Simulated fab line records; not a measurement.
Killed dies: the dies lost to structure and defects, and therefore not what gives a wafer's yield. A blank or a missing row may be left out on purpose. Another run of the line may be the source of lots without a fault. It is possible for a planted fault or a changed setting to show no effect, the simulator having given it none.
fab line records	flow nand-harc
record: lots: 24	wafers: 72	last-day: 34
route steps=1302 shown A_CONTACT@1049
lots untouched by any fault: they come from a run of this same line in which no faults occurred
start-h: the number of hours between the record's first day and the start of the first shown wafer of the lot	wait-h: hours from the lot's prior step to this one	" repeats the value in the row above	L1.1+2: one row covering several wafers at once	- value missing, or start not given	* or withheld: withheld	< > ~ a bound
route shown NAME@n: names a module that has steps shown in the file, with the first one's number in the route	usual: mean and standard deviation over wafers with no fault	same: alike in all rows	chamber/n: place in a boat	sites: the reading at each site	_std_site: how widely they spread, as a standard deviation	_edge_site: mean of outer sites minus mean of inner sites	radius-mm: for every site, how far away it sits from the centre of the wafer	mask NAME#n: copy n	behind: the most recent tool/chamber to have shaped the wafer	hold: why the lot was held/for how many hours/how that ended	device: which transistor (n, p or np) failed to switch	end of line: tests run on the same wafers once the route is complete	where a step has no rows: the recipe by itself	killed: not the wafer's yield, but the dies lost to structure and defects at the first sort	map: a wafer's dies, marking killed ones x, the rest . and places with no die _
set.NAME: setting as actually run; set.NAME@STEP: the setting as run at that earlier step	model.NAME: the simulator's own value behind a step, which no gauge read
the route's steps for a sample of lots (tables are steps, rows are wafers)
services: the hour from which a tool's chamber was out of use, counted from the record's first day as start-h (under 0 if before that day), plus the number of hours and why
== steps ==
step: NHARC_A_CONTACT_ETCH_126
recipe: source-w: withheld	pressure-mtorr: 20	bias-v: 3000	time-s: 197	target-depth-a: 19180	ar-flow-sccm: withheld	c4f8-flow-sccm: withheld	o2-flow-sccm: withheld	chemistry: C4F8/O2/Ar
lot.wafer	tool	chamber	start-h	wait-h	rf-hours-counter-h
L075.3	har-cap-etch-03	0	509.89	0.1	-
L075.5	"	0	"	"	-
L075.6	"	1	"	"	-
L074.1	har-cap-etch-01	0	517.81	0.1	0
L074.4	"	1	"	"	-
L074.6	"	0	"	"	-
L076.3	har-cap-etch-01	1	535.26	0.1	-
L076.6	"	1	"	"	-
L076.5	"	0	"	"	-
L077.2	har-cap-etch-01	1	542.10	0.1	6
L077.3	"	0	"	"	-
L077.5	"	1	"	"	-
L078.4	har-cap-etch-03	0	548.41	0.1	-
L078.5	"	0	"	"	-
L078.6	"	1	"	"	-
L080.1	har-cap-etch-01	0	565.36	0.1	10
L080.3	"	1	"	"	-
L080.5	"	0	"	"	-
L079.1	har-cap-etch-03	0	568.57	0.1	52
L079.2	"	1	"	"	52
L079.4	"	1	"	"	-
L081.2	har-cap-etch-03	1	577.02	0.1	54
L081.1	"	0	"	"	54
L081.3	"	1	"	"	-
L082.1	har-cap-etch-03	0	591.86	0.1	56
L082.3	"	0	"	"	-
L082.5	"	1	"	"	-
L086.2	har-cap-etch-02	1	606.58	0.1	103
L086.5	"	0	"	"	-
L086.6	"	1	"	"	-
L083.2	har-cap-etch-03	1	609.96	0.1	59
L083.5	"	0	"	"	-
L083.6	"	1	"	"	-
L084.3	har-cap-etch-03	0	617.70	0.1	-
L084.4	"	1	"	"	-
L084.5	"	1	"	"	-
L085.4	har-cap-etch-02	0	629.63	0.1	-
L085.3	"	1	"	"	-
L085.5	"	0	"	"	-
L087.2	har-cap-etch-03	1	640.50	0.1	65
L087.1	"	0	"	"	65
L087.4	"	0	"	"	-
L089.2	har-cap-etch-02	0	648.43	0.1	110
L089.3	"	1	"	"	-
L089.6	"	1	"	"	-
L088.3	har-cap-etch-01	0	657.41	0.1	-
L088.4	"	1	"	"	-
L088.6	"	1	"	"	-
L090.1	har-cap-etch-03	1	660.24	0.1	69
L090.2	"	0	"	"	69
L090.3	"	1	"	"	-
L092.1	har-cap-etch-02	1	678.97	0.1	116
L092.2	"	0	"	"	116
L092.5	"	1	"	"	-
L091.1	har-cap-etch-03	1	682.31	0.1	73
L091.2	"	0	"	"	73
L091.3	"	0	"	"	-
L093.2	har-cap-etch-02	0	688.44	0.1	117
L093.1	"	1	"	"	117
L093.5	"	1	"	"	-
L094.1	har-cap-etch-01	1	701.84	0.2	40
L094.3	"	0	"	"	-
L094.5	"	0	"	"	-
L095.1	har-cap-etch-02	0	706.84	0.1	121
L095.2	"	1	"	"	121
L095.3	"	0	"	"	-
L096.1	har-cap-etch-03	1	720.12	0.1	80
L096.3	"	0	"	"	-
L096.4	"	1	"	"	-
L097.2	har-cap-etch-01	0	747.90	0.1	45
L097.5	"	1	"	"	-
L097.6	"	0	"	"	-
step: NHARC_A_CONTACT_ETCH_97
recipe: target-depth-a: 200	over-etch-frac: 0.5	time-s: 10	ion-energy-ev: 250	c4f6-flow-sccm: 25	o2-flow-sccm: 20	ar-flow-sccm: 500	rf-w: 600	bias-w: 500	chemistry: C4F6/O2
usual: drypump-motor-current-A: 5.6/0.45	oes-product-au: 0.956/0.022	rf-vpp-V: 547/3.4	showerhead-plenum-p-Torr: 3.96/0.16	throttle-valve-pct: 26.904/0.0091
lot.wafer	tool	chamber	start-h	wait-h	drypump-motor-current-A	oes-product-au	rf-hours-counter-h	rf-vpp-V	showerhead-plenum-p-Torr	throttle-valve-pct
L075.3	rie-diel-07	0	512.03	0.1	4.7	0.958	4	546	3.93	26.904
L075.6	"	1	"	"	5.7	0.960	-	552	4.15	26.918
L075.5	"	3	"	"	6.0	0.960	-	548	4.03	26.919
L074.4	rie-diel-11	0	-	-	5.5	0.934	23	542	3.67	26.910
L074.1	"	1	"	"	6.2	0.963	25	544	3.79	26.883
L074.6	"	3	"	"	5.2	0.937	-	549	3.99	26.911
L076.3	rie-diel-07	2	-	-	5.6	0.940	9	547	3.90	26.903
L076.5	"	2	"	"	5.5	0.945	-	547	3.90	26.894
L076.6	"	3	"	"	6.0	0.954	-	549	4.03	26.923
L077.2	rie-diel-07	3	544.30	0.1	6.0	0.948	13	549	4.03	26.896
L077.3	"	0	"	"	4.7	0.952	9	548	3.92	26.896
L077.5	"	1	"	"	5.8	0.941	-	552	4.15	26.918
L078.4	rie-diel-11	2	-	-	5.6	0.963	40	543	3.75	26.894
L078.5	"	1	"	"	6.2	0.964	-	544	3.79	26.900
L078.6	"	2	"	"	5.7	0.951	-	543	3.75	26.919
L080.1	rie-diel-11	3	-	-	5.2	0.966	42	547	3.98	26.899
L080.3	"	0	"	"	5.5	0.948	38	542	3.66	26.907
L080.5	"	2	"	"	5.7	0.941	-	543	3.74	26.914
L079.1	rie-diel-07	3	-	-	6.0	0.962	18	548	4.03	26.908
L079.2	"	1	"	"	5.8	0.938	18	550	4.15	26.902
L079.4	"	2	"	"	5.5	0.957	12	547	3.90	26.917
L081.2	rie-diel-07	3	-	-	6.0	0.950	20	551	4.03	26.907
L081.3	"	0	"	"	4.7	0.948	16	547	3.92	26.915
L081.1	"	1	"	"	5.7	0.939	20	551	4.15	26.919
L082.3	rie-diel-11	3	-	-	5.2	0.966	50	548	3.97	26.903
L082.1	"	0	"	"	5.5	0.953	47	542	3.66	26.913
L082.5	"	2	"	"	5.7	0.919	-	545	3.74	26.911
L086.2	rie-diel-11	2	-	-	5.7	0.934	59	543	3.74	26.911
L086.6	"	2	"	"	5.7	0.919	-	542	3.74	26.889
L086.5	"	3	"	"	5.2	0.967	-	548	3.97	26.896
L083.2	rie-diel-04	0	-	-	5.5	1.000	24	552	4.18	26.904
L083.6	"	1	"	"	6.1	0.988	-	550	4.14	26.902
L083.5	"	2	"	"	5.4	0.998	-	546	3.86	26.900
L084.4	rie-diel-04	3	-	-	5.2	0.951	21	552	4.21	26.911
L084.3	"	0	"	"	5.5	0.939	27	552	4.18	26.892
L084.5	"	0	"	"	5.5	0.931	-	553	4.18	26.907
L085.4	rie-diel-07	1	-	-	5.7	0.972	20	550	4.14	26.894
L085.3	"	2	"	"	5.5	0.928	23	547	3.89	26.893
L085.5	"	3	"	"	6.0	0.935	-	548	4.02	26.917
L087.1	rie-diel-07	3	-	-	6.0	0.962	34	548	4.02	26.911
L087.4	"	1	"	"	5.8	0.932	21	552	4.14	26.896
L087.2	"	2	"	"	5.5	0.940	24	547	3.89	26.913
L089.2	rie-diel-04	1	-	-	6.1	0.923	36	550	4.13	26.911
L089.3	"	2	"	"	5.4	0.962	37	545	3.85	26.904
L089.6	"	0	"	"	5.5	0.937	-	552	4.17	26.912
L088.3	rie-diel-07	3	-	-	6.0	0.984	0	549	4.02	26.900
L088.4	"	2	"	"	5.6	1.011	0	545	3.89	26.897
L088.6	"	3	"	"	5.9	0.979	-	549	4.02	26.882
L090.1	rie-diel-07	2	-	-	5.6	1.006	0	546	3.89	26.906
L090.2	"	3	"	"	6.0	0.985	0	549	4.02	26.909
L090.3	"	0	"	"	4.7	0.992	0	546	3.91	26.903
L092.1	rie-diel-11	3	-	-	5.1	0.950	13	547	3.96	26.911
L092.2	"	0	"	"	5.5	0.950	24	553	4.21	26.912
L092.5	"	0	"	"	5.5	0.946	-	553	4.21	26.904
L091.2	rie-diel-07	0	-	-	4.7	0.946	4	546	3.91	26.917
L091.3	"	1	"	"	5.7	0.937	3	551	4.14	26.923
L091.1	"	3	"	"	6.0	0.935	4	550	4.01	26.908
L093.2	rie-diel-11	1	-	-	6.2	1.033	29	543	3.76	26.901
L093.1	"	3	"	"	5.2	0.983	16	547	3.96	26.914
L093.5	"	0	"	"	5.5	0.994	-	552	4.21	26.902
L094.3	rie-diel-07	0	-	-	4.8	0.945	7	545	3.91	26.912
L094.1	"	1	"	"	5.8	0.931	7	551	4.14	26.917
L094.5	"	0	"	"	4.8	0.947	-	546	3.91	26.909
L095.1	rie-diel-11	2	-	-	5.7	0.953	29	542	3.72	26.915
L095.2	"	3	"	"	5.2	0.924	20	548	3.95	26.890
L095.3	"	0	"	"	5.5	0.934	34	553	4.21	26.908
L096.4	rie-diel-07	0	-	-	4.8	0.952	10	547	3.90	26.898
L096.1	"	1	"	"	5.7	0.939	10	551	4.14	26.896
L096.3	"	2	"	"	5.5	0.955	10	545	3.88	26.903
L097.2	rie-diel-11	3	-	-	5.2	0.920	36	547	3.94	26.899
L097.5	"	3	"	"	5.2	0.926	-	547	3.95	26.900
L097.6	"	0	"	"	5.5	0.934	-	554	4.19	26.898
step: NHARC_A_CONTACT_DEP_85
recipe: target-thk-a: 600	target-thk-nm: 60	temp-c: 400	pressure-torr: 3.5	flow-sccm: 200	rf-w: 350	material: SiON
usual: heater-power-w: 716/81
lot.wafer	tool	chamber	start-h	wait-h	heater-power-w
L075.3	pecvd-03	0	518.93	0.9	833
L075.5	"	0	"	"	838
L075.6	"	1	"	"	710
L074.1	pecvd-01	1	527.02	1.5	691
L074.6	"	2	"	"	737
L074.4	"	1	"	"	681
L076.3	pecvd-03	0	540.23	1.0	772
L076.6	"	2	"	"	694
L076.5	"	0	"	"	775
L077.2	pecvd-01	1	549.42	1.2	648
L077.3	"	0	"	"	779
L077.5	"	2	"	"	724
L078.6	pecvd-01	0	557.88	0.1	717
L078.5	"	1	"	"	577
L078.4	"	2	"	"	681
L080.3	pecvd-03	1	570.92	0.9	798
L080.1	"	0	"	"	785
L080.5	"	0	"	"	802
L079.1	pecvd-03	2	573.97	1.5	706
L079.2	"	1	"	"	707
L079.4	"	0	"	"	894
L081.2	pecvd-02	2	581.92	1.1	568
L081.3	"	0	"	"	740
L081.1	"	1	"	"	765
L082.3	pecvd-01	1	598.62	0.9	565
L082.1	"	2	"	"	722
L082.5	"	0	"	"	733
L086.2	pecvd-01	1	612.77	1.2	660
L086.5	"	2	"	"	644
L086.6	"	0	"	"	776
L083.2	pecvd-02	0	615.48	1.2	637
L083.6	"	2	"	"	568
L083.5	"	0	"	"	618
L084.3	pecvd-02	0	628.45	0.9	661
L084.4	"	0	"	"	674
L084.5	"	2	"	"	619
L085.3	pecvd-02	0	634.58	1.0	626
L085.4	"	2	"	"	613
L085.5	"	0	"	"	611
L087.2	pecvd-01	0	647.65	1.2	747
L087.1	"	2	"	"	706
L087.4	"	2	"	"	712
L089.3	pecvd-03	2	653.44	0.9	749
L089.2	"	0	"	"	856
L089.6	"	0	"	"	880
L088.3	pecvd-01	2	662.37	0.9	738
L088.6	"	0	"	"	843
L088.4	"	1	"	"	655
L090.1	pecvd-01	1	666.78	1.5	673
L090.3	"	2	"	"	773
L090.2	"	0	"	"	814
L092.1	pecvd-03	2	684.49	1.4	770
L092.2	"	1	"	"	777
L092.5	"	0	"	"	873
L091.1	pecvd-02	0	687.75	1.4	760
L091.2	"	1	"	"	649
L091.3	"	0	"	"	611
L093.2	pecvd-03	1	693.97	1.2	763
L093.1	"	0	"	"	845
L093.5	"	2	"	"	750
L094.3	pecvd-03	1	709.42	0.9	743
L094.1	"	2	"	"	651
L094.5	"	2	"	"	668
L095.1	pecvd-03	2	711.81	1.4	759
L095.2	"	0	"	"	826
L095.3	"	1	"	"	802
L096.1	pecvd-02	0	725.06	1.5	718
L096.4	"	2	"	"	582
L096.3	"	0	"	"	713
L097.2	pecvd-01	2	758.53	1.3	718
L097.6	"	1	"	"	662
L097.5	"	2	"	"	704
step: NHARC_A_CONTACT_DESCUM_13
recipe: time-s: 3	o2-flow-sccm: 200	ar-flow-sccm: 0	bias-power-w: 0	chemistry: O2
usual: drypump-motor-current-A: 5.5/0.45	oes-product-au: 0.997/0.013	rf-vpp-V: 57.9/0.94	showerhead-plenum-p-Torr: 1.95/0.075	throttle-valve-pct: 11.311/0.0088
lot.wafer	tool	chamber	start-h	wait-h	drypump-motor-current-A	oes-product-au	rf-hours-counter-h	rf-vpp-V	showerhead-plenum-p-Torr	throttle-valve-pct
L075.3	rie-diel-04	0	519.74	0.1	5.5	1.003	46	57.5	2.06	11.306
L075.5	"	1	"	"	6.0	0.995	-	58.5	2.04	11.313
L075.6	"	2	"	"	5.4	1.005	-	57.6	1.89	11.309
L074.1	rie-diel-07	3	527.76	0.1	5.9	1.001	6	56.9	1.97	11.300
L074.4	"	1	"	"	5.7	1.004	-	59.2	2.04	11.317
L074.6	"	2	"	"	5.5	0.995	-	57.4	1.90	11.302
L076.3	rie-diel-07	3	541.38	0.5	6.0	1.018	12	56.9	1.97	11.312
L076.6	"	0	"	"	4.7	0.996	-	58.9	1.91	11.314
L076.5	"	1	"	"	5.7	0.994	-	58.8	2.04	11.309
L077.2	rie-diel-04	3	550.21	0.1	5.2	1.004	1	58.3	2.08	11.312
L077.3	"	1	"	"	6.0	0.971	1	58.5	2.04	11.294
L077.5	"	2	"	"	5.4	1.011	-	57.0	1.89	11.308
L078.4	rie-diel-07	1	558.58	0.1	5.7	0.997	16	57.3	2.03	11.317
L078.6	"	0	"	"	4.7	1.001	-	57.2	1.91	11.314
L078.5	"	1	"	"	5.7	0.993	-	58.9	2.03	11.317
L080.1	rie-diel-07	2	571.84	0.1	5.5	1.007	12	58.4	1.90	11.319
L080.3	"	0	"	"	4.7	0.995	14	59.5	1.91	11.304
L080.5	"	1	"	"	5.8	0.988	-	58.0	2.03	11.319
L079.2	rie-diel-04	0	574.89	0.1	5.5	0.988	7	59.2	2.06	11.315
L079.1	"	1	"	"	6.0	0.972	6	58.6	2.04	11.297
L079.4	"	3	"	"	5.2	0.985	7	57.2	2.07	11.308
L081.3	rie-diel-07	3	582.70	0.1	6.0	1.009	20	58.2	1.97	11.307
L081.2	"	0	"	"	4.7	0.994	16	57.0	1.91	11.316
L081.1	"	2	"	"	5.5	1.008	14	57.4	1.90	11.310
L082.1	rie-diel-07	0	599.50	0.1	4.7	0.995	20	56.3	1.91	11.322
L082.3	"	2	"	"	5.5	0.993	18	57.4	1.90	11.310
L082.5	"	3	"	"	6.0	0.998	-	58.7	1.97	11.315
L086.2	rie-diel-07	0	613.50	0.1	4.7	0.992	25	58.3	1.91	11.310
L086.6	"	0	"	"	4.7	0.994	-	58.1	1.91	11.309
L086.5	"	3	"	"	6.0	0.999	-	57.5	1.97	11.322
L083.2	rie-diel-07	0	617.10	0.9	4.7	0.981	28	57.5	1.91	11.308
L083.6	"	3	"	"	5.9	1.000	-	58.1	1.96	11.308
L083.5	"	0	"	"	4.7	0.977	-	58.7	1.91	11.315
L084.3	rie-diel-11	0	629.39	0.1	5.5	0.979	1	59.3	2.08	11.303
L084.4	"	1	"	"	6.2	1.038	1	58.1	1.83	11.309
L084.5	"	3	"	"	5.2	0.995	-	57.4	1.94	11.323
L085.3	rie-diel-11	1	635.45	0.1	6.2	1.029	4	58.2	1.83	11.304
L085.5	"	2	"	"	5.7	0.992	-	57.8	1.81	11.295
L085.4	"	0	"	"	5.5	0.988	-	59.7	2.07	11.315
L087.1	rie-diel-07	3	648.57	0.1	6.0	1.012	35	57.9	1.96	11.307
L087.4	"	0	"	"	4.7	0.984	31	56.8	1.91	11.305
L087.2	"	1	"	"	5.8	0.997	22	57.7	2.03	11.321
L089.3	rie-diel-11	1	654.35	0.1	6.2	1.018	13	57.2	1.83	11.310
L089.2	"	2	"	"	5.6	0.991	14	58.3	1.81	11.308
L089.6	"	1	"	"	6.2	1.020	-	56.7	1.83	11.313
L088.3	rie-diel-07	0	663.10	0.1	4.7	0.988	0	58.3	1.91	11.313
L088.4	"	1	"	"	5.7	0.994	0	59.1	2.03	11.312
L088.6	"	3	"	"	5.9	0.986	-	58.4	1.96	11.308
L090.3	rie-diel-11	0	667.83	0.2	5.5	0.988	19	57.9	2.07	11.319
L090.2	"	2	"	"	5.7	0.996	18	57.5	1.81	11.281
L090.1	"	3	"	"	5.1	0.986	10	59.7	1.93	11.315
L092.1	rie-diel-07	2	685.29	0.1	5.5	1.001	3	57.8	1.89	11.327
L092.2	"	3	"	"	6.0	0.992	4	58.9	1.96	11.302
L092.5	"	0	"	"	4.8	0.992	-	58.9	1.90	11.315
L091.2	rie-diel-07	3	688.74	0.1	5.9	0.979	4	57.7	1.96	11.307
L091.1	"	0	"	"	4.7	0.989	4	56.9	1.91	11.321
L091.3	"	1	"	"	5.8	0.984	4	59.2	2.03	11.304
L093.1	rie-diel-04	1	694.89	0.1	6.0	0.958	56	57.8	2.02	11.311
L093.2	"	2	"	"	5.4	0.998	56	56.3	1.87	11.316
L093.5	"	0	"	"	5.5	0.999	-	57.5	2.04	11.296
L094.1	rie-diel-04	2	710.35	0.1	5.4	1.003	60	55.4	1.87	11.290
L094.3	"	0	"	"	5.5	1.008	62	57.8	2.04	11.310
L094.5	"	2	"	"	5.4	0.996	-	56.6	1.87	11.306
L095.2	rie-diel-07	1	712.60	0.1	5.7	1.003	8	58.9	2.03	11.316
L095.3	"	2	"	"	5.5	1.018	8	58.7	1.89	11.308
L095.1	"	0	"	"	4.8	0.995	8	56.9	1.90	11.296
L096.1	rie-diel-07	1	726.01	0.1	5.8	0.994	10	59.6	2.03	11.309
L096.4	"	2	"	"	5.5	1.008	10	56.8	1.89	11.317
L096.3	"	0	"	"	4.7	0.993	10	57.5	1.90	11.312
L097.2	rie-diel-07	2	759.25	0.1	5.5	1.025	15	57.8	1.89	11.300
L097.6	"	2	"	"	5.5	1.021	-	58.7	1.89	11.316
L097.5	"	3	"	"	6.0	0.990	-	59.0	1.96	11.319
step: NHARC_A_CONTACT_ETCH_135
recipe: source-w: withheld	pressure-mtorr: 20	bias-v: 1200	time-s: 311	target-depth-a: 19120	ar-flow-sccm: withheld	c4f8-flow-sccm: withheld	o2-flow-sccm: withheld	chemistry: C4F8/O2/Ar
lot.wafer	tool	chamber	start-h	wait-h	rf-hours-counter-h
L075.3	har-cap-etch-03	0	521.17	0.2	-
L075.5	"	1	"	"	-
L075.6	"	0	"	"	-
L074.1	har-cap-etch-02	0	529.33	0.2	89
L074.4	"	1	"	"	-
L074.6	"	0	"	"	-
L076.3	har-cap-etch-02	1	543.16	0.3	-
L076.5	"	0	"	"	-
L076.6	"	1	"	"	-
L077.2	har-cap-etch-03	1	552.25	0.2	49
L077.3	"	1	"	"	-
L077.5	"	0	"	"	-
L078.4	har-cap-etch-03	1	560.03	0.2	-
L078.6	"	0	"	"	-
L078.5	"	1	"	"	-
L080.1	har-cap-etch-01	1	573.15	0.2	11
L080.3	"	0	"	"	-
L080.5	"	1	"	"	-
L079.2	har-cap-etch-02	0	576.27	0.2	98
L079.1	"	1	"	"	98
L079.4	"	1	"	"	-
L081.2	har-cap-etch-02	1	584.24	0.2	99
L081.1	"	0	"	"	99
L081.3	"	1	"	"	-
L082.1	har-cap-etch-03	1	601.03	0.2	57
L082.3	"	1	"	"	-
L082.5	"	1	"	"	-
L086.2	har-cap-etch-02	0	615.50	0.2	104
L086.6	"	0	"	"	-
L086.5	"	1	"	"	-
L083.2	har-cap-etch-01	0	619.40	0.2	22
L083.5	"	0	"	"	-
L083.6	"	1	"	"	-
L084.4	har-cap-etch-01	0	630.93	0.2	-
L084.3	"	1	"	"	-
L084.5	"	0	"	"	-
L085.3	har-cap-etch-01	1	637.54	0.2	-
L085.4	"	0	"	"	-
L085.5	"	0	"	"	-
L087.1	har-cap-etch-01	1	649.90	0.2	28
L087.2	"	0	"	"	28
L087.4	"	1	"	"	-
L089.2	har-cap-etch-02	1	655.67	0.2	111
L089.3	"	0	"	"	-
L089.6	"	1	"	"	-
L088.3	har-cap-etch-02	0	664.51	0.2	-
L088.4	"	1	"	"	-
L088.6	"	0	"	"	-
L090.1	har-cap-etch-02	1	669.78	0.2	114
L090.2	"	0	"	"	114
L090.3	"	1	"	"	-
L092.2	har-cap-etch-01	0	686.59	0.2	36
L092.1	"	1	"	"	36
L092.5	"	1	"	"	-
L091.1	har-cap-etch-03	1	690.17	0.2	74
L091.2	"	0	"	"	74
L091.3	"	0	"	"	-
L093.2	har-cap-etch-02	0	696.21	0.2	119
L093.1	"	1	"	"	119
L093.5	"	0	"	"	-
L094.1	har-cap-etch-01	1	711.81	0.2	41
L094.3	"	1	"	"	-
L094.5	"	0	"	"	-
L095.1	har-cap-etch-02	1	713.93	0.2	122
L095.2	"	0	"	"	122
L095.3	"	0	"	"	-
L096.1	har-cap-etch-02	0	727.40	0.2	123
L096.4	"	0	"	"	-
L096.3	"	1	"	"	-
L097.2	har-cap-etch-01	1	760.58	0.2	49
L097.5	"	1	"	"	-
L097.6	"	0	"	"	-
step: NHARC_A_CONTACT_ETCH_138
recipe: source-w: withheld	pressure-mtorr: 20	bias-v: 1200	time-s: 311	target-depth-a: 19140	ar-flow-sccm: withheld	c4f8-flow-sccm: withheld	o2-flow-sccm: withheld	chemistry: C4F8/O2/Ar
lot.wafer	tool	chamber	start-h	wait-h	rf-hours-counter-h
L075.3	har-cap-etch-03	0	521.98	0.2	-
L075.5	"	1	"	"	-
L075.6	"	0	"	"	-
L074.1	har-cap-etch-02	0	530.41	0.3	90
L074.4	"	1	"	"	-
L074.6	"	0	"	"	-
L076.3	har-cap-etch-02	1	544.25	0.3	-
L076.5	"	0	"	"	-
L076.6	"	1	"	"	-
L077.2	har-cap-etch-03	1	553.07	0.2	50
L077.3	"	1	"	"	-
L077.5	"	0	"	"	-
L078.4	har-cap-etch-03	1	560.85	0.2	-
L078.6	"	0	"	"	-
L078.5	"	1	"	"	-
L080.1	har-cap-etch-01	1	573.96	0.2	12
L080.3	"	0	"	"	-
L080.5	"	1	"	"	-
L079.2	har-cap-etch-02	0	577.09	0.2	98
L079.1	"	1	"	"	98
L079.4	"	1	"	"	-
L081.2	har-cap-etch-02	1	585.05	0.2	100
L081.1	"	0	"	"	100
L081.3	"	1	"	"	-
L082.1	har-cap-etch-03	1	601.84	0.2	58
L082.3	"	1	"	"	-
L082.5	"	1	"	"	-
L086.2	har-cap-etch-02	0	616.32	0.2	105
L086.6	"	0	"	"	-
L086.5	"	1	"	"	-
L083.2	har-cap-etch-01	0	620.21	0.2	23
L083.5	"	0	"	"	-
L083.6	"	1	"	"	-
L084.4	har-cap-etch-01	0	631.75	0.2	-
L084.3	"	1	"	"	-
L084.5	"	0	"	"	-
L085.3	har-cap-etch-01	1	638.35	0.2	-
L085.4	"	0	"	"	-
L085.5	"	0	"	"	-
L087.1	har-cap-etch-01	1	650.71	0.2	29
L087.2	"	0	"	"	29
L087.4	"	1	"	"	-
L089.2	har-cap-etch-02	1	656.49	0.2	112
L089.3	"	0	"	"	-
L089.6	"	1	"	"	-
L088.3	har-cap-etch-02	0	665.33	0.2	-
L088.4	"	1	"	"	-
L088.6	"	0	"	"	-
L090.1	har-cap-etch-02	1	670.59	0.2	115
L090.2	"	0	"	"	115
L090.3	"	1	"	"	-
L092.2	har-cap-etch-01	0	687.40	0.2	37
L092.1	"	1	"	"	37
L092.5	"	1	"	"	-
L091.1	har-cap-etch-03	1	690.99	0.2	75
L091.2	"	0	"	"	75
L091.3	"	0	"	"	-
L093.2	har-cap-etch-02	0	697.03	0.2	120
L093.1	"	1	"	"	120
L093.5	"	0	"	"	-
L094.1	har-cap-etch-01	1	712.62	0.2	42
L094.3	"	1	"	"	-
L094.5	"	0	"	"	-
L095.1	har-cap-etch-02	1	714.74	0.2	123
L095.2	"	0	"	"	123
L095.3	"	0	"	"	-
L096.1	har-cap-etch-02	0	728.48	0.3	124
L096.4	"	0	"	"	-
L096.3	"	1	"	"	-
L097.2	har-cap-etch-01	1	761.39	0.2	50
L097.5	"	1	"	"	-
L097.6	"	0	"	"	-
== services ==
tool	chamber	start-h	hours	kind
pecvd-01	-	490.88	1.1	repair
pecvd-01	-	492.00	13.0	pm
har-cap-etch-01	-	497.00	17.0	pm
rie-diel-07	2	507.03	8.5	repair
pecvd-03	-	523.60	0.3	repair
rie-diel-07	0	527.07	10.1	repair
pecvd-03	-	530.37	1.0	repair
rie-diel-04	-	535.82	9.0	pm
rie-diel-07	2	538.85	13.1	repair
pecvd-03	-	547.35	13.0	pm
rie-diel-07	3	553.47	4.7	repair
rie-diel-07	1	580.12	5.6	repair
rie-diel-07	1	589.30	32.4	repair
rie-diel-11	-	611.84	9.0	pm
rie-diel-07	3	620.84	6.6	repair
rie-diel-11	3	634.12	19.6	repair
rie-diel-07	-	649.49	9.0	pm
pecvd-03	2	664.35	6.6	repair
pecvd-01	-	673.00	13.0	pm
pecvd-01	0	706.64	4.5	repair
pecvd-01	1	723.60	6.7	repair
har-cap-etch-01	-	726.84	0.8	repair
pecvd-03	-	728.35	13.0	pm
har-cap-etch-02	-	754.00	17.0	pm
== key ==
fault none
